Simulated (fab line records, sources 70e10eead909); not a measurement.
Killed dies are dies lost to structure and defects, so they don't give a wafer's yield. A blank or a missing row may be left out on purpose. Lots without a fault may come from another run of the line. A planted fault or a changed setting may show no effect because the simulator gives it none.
A struck lot beside a sound one | flow nand_harc | 15 steps out of a route of 1302
Sound: wafers L333.4, L333.5, L333.6. Struck: wafers L344.1, L344.3, L344.6. The cause comes at the end.
At each step with rows: each side's tool, then ch and its chambers, then its first start. Under that, the readings that differ: sound wafers | struck wafers | difference of the means | sigmas: that difference in standard deviations of wafers without a fault.
alike: readings whose means differ by less than 2 such deviations, and words and numbers that are the same on both sides. not compared: withheld readings, readings that some wafer has no value for, bounds like >300 that may hide the same value, and numbers for which the record gives no deviation and whose values overlap.
The two part at a step that has a row with sigmas, a row that says differs or no value, or rows on one side only. Numbers that don't overlap but have no deviation are shown without sigmas and don't part them. A reading that every wafer of one side lacks parts them only if that side has two wafers or more.

first, 1 step without rows for these wafers: NHARC_A_CHANNEL_HOLE_D1_ETCH_44 (etches the open film in CF4/O2, target depth 140 nm, overetch 14 nm, time 77 s).
NHARC_A_CHANNEL_HOLE_D1_STRIP_27: strips in O2.
  sound on rie_diel-11 ch 0,1; struck on rie_diel-11 ch 0,2,3
  alike: drypump_motor_current_A, oes_product_au, rf_vpp_V, showerhead_plenum_p_Torr, throttle_valve_pct
  not compared: rf_hours_counter_h
then, 2 steps without rows for these wafers: NHARC_A_CHANNEL_HOLE_D1_PRECLEAN_28 (cleans in SC1); NHARC_A_CHANNEL_HOLE_D1_SRD_29.
NHARC_A_CHANNEL_HOLE_D1_CD_MEAS_30:
  sound on cd_sem-01, day 11 03:23; struck on cd_sem-02, day 15 19:05
  alike: cd_nm
NHARC_A_CHANNEL_HOLE_D1_XSEM_31:
  sound on xsem-02 ch 0, day 11 03:29; struck on xsem-01 ch 0, day 15 19:10
  alike: bot_cd_nm, bow_nm, tilt_deg
NHARC_A_CHANNEL_HOLE_D1_INSPECT_40:
  sound on defect_inspect-02, day 11 03:35; struck on defect_inspect-01, day 15 19:16
  alike: raw_defect_count
then, 2 steps without rows for these wafers: NHARC_A_CHANNEL_FILL_D1_PRECLEAN_00 (cleans in SC1); NHARC_A_CHANNEL_FILL_D1_SRD_01.
NHARC_A_CHANNEL_FILL_D1_ALD_02: deposits SiO2, target thk 6 nm, pulse time 10 s, ald cycles 60.
  sound on ald_hk-03 ch 1,2, day 11 03:46; struck on ald_hk-01 ch 2,3, day 15 19:30
  alike: ald_cycles, heater_power_w, precursor_pulse_height_rel
then, 1 step without rows for these wafers: NHARC_A_CHANNEL_FILL_D1_ALD_03 (deposits SiNx, target thk 6 nm, pulse time 60 s, ald cycles 58).
NHARC_A_CHANNEL_FILL_D1_ALD_14: deposits SiO2, target thk 2.5 nm, pulse time 10 s, ald cycles 25.
  sound on ald_hk-03 ch 0,2,3, day 11 10:53; struck on ald_hk-01 ch 0,2, day 16 00:07
  alike: ald_cycles, heater_power_w, precursor_pulse_height_rel
NHARC_A_CHANNEL_FILL_D1_ALD_15: deposits SiNx, target thk 2 nm, pulse time 60 s, ald cycles 19.
  sound on ald_sin_batch-01 ch 0, day 11 13:56; struck on ald_sin_batch-02 ch 0, day 16 02:59
  reading    | sound    | struck   | difference | sigmas
  ald_cycles | 19 19 19 | 24 24 24 | +5         |
  alike: chamber_pressure_Torr, precursor_pulse_height_rel
NHARC_A_CHANNEL_FILL_D1_ALD_16: deposits SiO2, target thk 1.5 nm, pulse time 10 s, ald cycles 15.
  sound on ald_hk-02 ch 0,2,3, day 11 17:09; struck on ald_hk-03 ch 1,3, day 16 05:02
  reading                    | sound             | struck            | difference | sigmas
  precursor_pulse_height_rel | 0.966 0.958 1.003 | 0.993 1.033 1.025 | +0.041     | +2
  alike: ald_cycles, heater_power_w
then, 1 step without rows for these wafers: NHARC_END_SORT_01.

WHERE THEY PART
Only at NHARC_A_CHANNEL_FILL_D1_ALD_16, within this record.

WHY: what the simulator had put in
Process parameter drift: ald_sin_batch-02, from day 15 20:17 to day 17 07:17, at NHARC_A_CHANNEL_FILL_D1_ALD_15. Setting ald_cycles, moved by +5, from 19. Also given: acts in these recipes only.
